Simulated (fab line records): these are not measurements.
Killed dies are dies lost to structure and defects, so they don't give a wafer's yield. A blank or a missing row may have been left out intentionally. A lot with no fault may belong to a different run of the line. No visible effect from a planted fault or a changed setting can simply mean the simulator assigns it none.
A struck lot beside a sound one    flow n5 finfet    35 steps out of a route of 1938
Sound: wafers L149.1, L149.4, L149.5. The struck wafers were L131.2, L131.3, L131.4. The cause comes at the end.
At each step with rows: each side's tool, then ch and its chambers, then its first start. Under that, the readings that differ: sound wafers    struck wafers    difference of the means    sigmas: that difference in standard deviations of wafers without a fault.
alike: same words and numbers on both sides, and readings whose means sit less than 2 such deviations apart. not compared: any withheld reading, any reading some wafer has no value for, any bound like >300 that may hide the same value, and any number with overlapping values for which the record gives no deviation.
Wherever a step has rows on one side only, a row that says differs or no value, or a row with sigmas, the two part there. Numbers that don't overlap but have no deviation are shown without sigmas and don't part them. Lack of a reading on every wafer of one side parts them only where that side has two or more wafers.

first, 9 steps without rows for these wafers: N5_STI_FIN_REVEAL_SRD_21 (time 30 s); N5_STI_FIN_REVEAL_OXIDATION_33 (chemistry O2 PLASMA REMOTE, time 20 s); N5_STI_FIN_REVEAL_CLEAN_19 (cleans in O3/DIW, time 120 s); N5_STI_FIN_REVEAL_SRD_23 (time 30 s); N5_STI_FIN_REVEAL_PRECLEAN_18 (cleans in SC2, time 45 s); N5_STI_FIN_REVEAL_SRD_28 (time 30 s); N5_DUMMY_GATE_PRECLEAN_00 (cleans in O3/DIW, time 60 s); N5_DUMMY_GATE_SRD_01 (time 30 s); N5_DUMMY_GATE_ALD_02 (deposits SiO2, target thk 2 nm, pulse time 1 s).
N5_DUMMY_GATE_CVD_03: deposits a-Si from SiH4, target thk 150 nm, time 8042 s.
  sound on lpcvd-02 ch 0/15,0/29,0/34, day 7 20:05; struck on lpcvd-02 ch 1/45,1/50,1/54, day 3 06:30
  alike: zone power upper pct
then, 24 steps without rows for these wafers: N5_DUMMY_GATE_PRECLEAN_46 (cleans in DIW, time 89.5 s); N5_DUMMY_GATE_SRD_47 (dry time 32 s); N5_DUMMY_GATE_CMP_04 (polishes a-Si); N5_DUMMY_GATE_HM_DEP_06 (deposits SiNx from DCS/NH3, target thk 80 nm, time 5141 s); N5_DUMMY_GATE_PECVD_30 (deposits SiO2 from TEOS/O2, target thk 55 nm, time 10.8 s); N5_DUMMY_GATE_COAT_34 (time 60 s, resist thk 60 nm); N5_DUMMY_GATE_COAT_35 (time 60 s, resist thk 10 nm); N5_DUMMY_GATE_COAT_28 (time 60 s, resist thk 10 nm); N5_DUMMY_GATE_COAT_09 (resist thk 30 nm); N5_DUMMY_GATE_EBR_11; N5_DUMMY_GATE_SOFTBAKE_10 (time 60 s); N5_DUMMY_GATE_EXPOSE_12 (exposes mask GATE, target cd 25 nm); N5_DUMMY_GATE_PEB_13 (peb time 60 s); N5_DUMMY_GATE_DEVELOP_14 (develop time 30 s); N5_DUMMY_GATE_DESCUM_20 (chemistry O2, time 6.2 s); N5_DUMMY_GATE_ETCH_29 (etches underlayer in N2/H2, target depth 13 nm); N5_DUMMY_GATE_ETCH_36 (etches SiARC in CF4, target depth 13 nm); N5_DUMMY_GATE_ETCH_37 (etches SOC in N2/H2, target depth 60 nm, overetch 30 nm); N5_DUMMY_GATE_STRIP_38 (strips in N2/H2); N5_DUMMY_GATE_STRIP_39 (strips in N2/H2); N5_DUMMY_GATE_TRIM_49 (chemistry O2, time 29 s, target cd 14 nm); N5_DUMMY_GATE_STRIP_40 (strips in CF4); N5_DUMMY_GATE_ETCH_31 (etches SiO2 in C4F6/O2, target depth 82.5 nm, time 27.5 s); N5_DUMMY_GATE_STRIP_41 (strips in O2).
-- a jump in the record: the struck wafers' starts before and after are 10 days apart (it breaks off in module DUMMY_GATE and resumes in module PASSIVATION, where the first step shown is number 1936 of the route) --
N5_PASSIVATION_PROBE_49:
  struck on prober-02, day 13 12:06; sound on prober-01, day 19 00:34
reading                   sound           struck          difference  sigmas
defect limited yield (%)  90.6 92.5 91.3  80.2 81.3 81.1  -10.6       -7
killed at front end       44 42 50        168 165 168     +122        +11
killed dies               111 88 103      234 221 223     +125        +7
sort_bin_5_function (%)   5.3 4.1 5.4     11.3 12.1 12.6  +7.1        +8
sort n pass               1069 1092 1077  946 959 957     -125        -7
sort yield pct (%)        90.6 92.5 91.3  80.2 81.3 81.1  -10.6       -7
  alike: killed_at_M0_to_M3, killed_at_M4_up, killed at contacts, killed at other, killed open, killed short, sort_bin_6_memory

== WHERE THEY PART ==
Only at N5_PASSIVATION_PROBE_49, as far as this record shows.

WHY: the cause the simulator had injected
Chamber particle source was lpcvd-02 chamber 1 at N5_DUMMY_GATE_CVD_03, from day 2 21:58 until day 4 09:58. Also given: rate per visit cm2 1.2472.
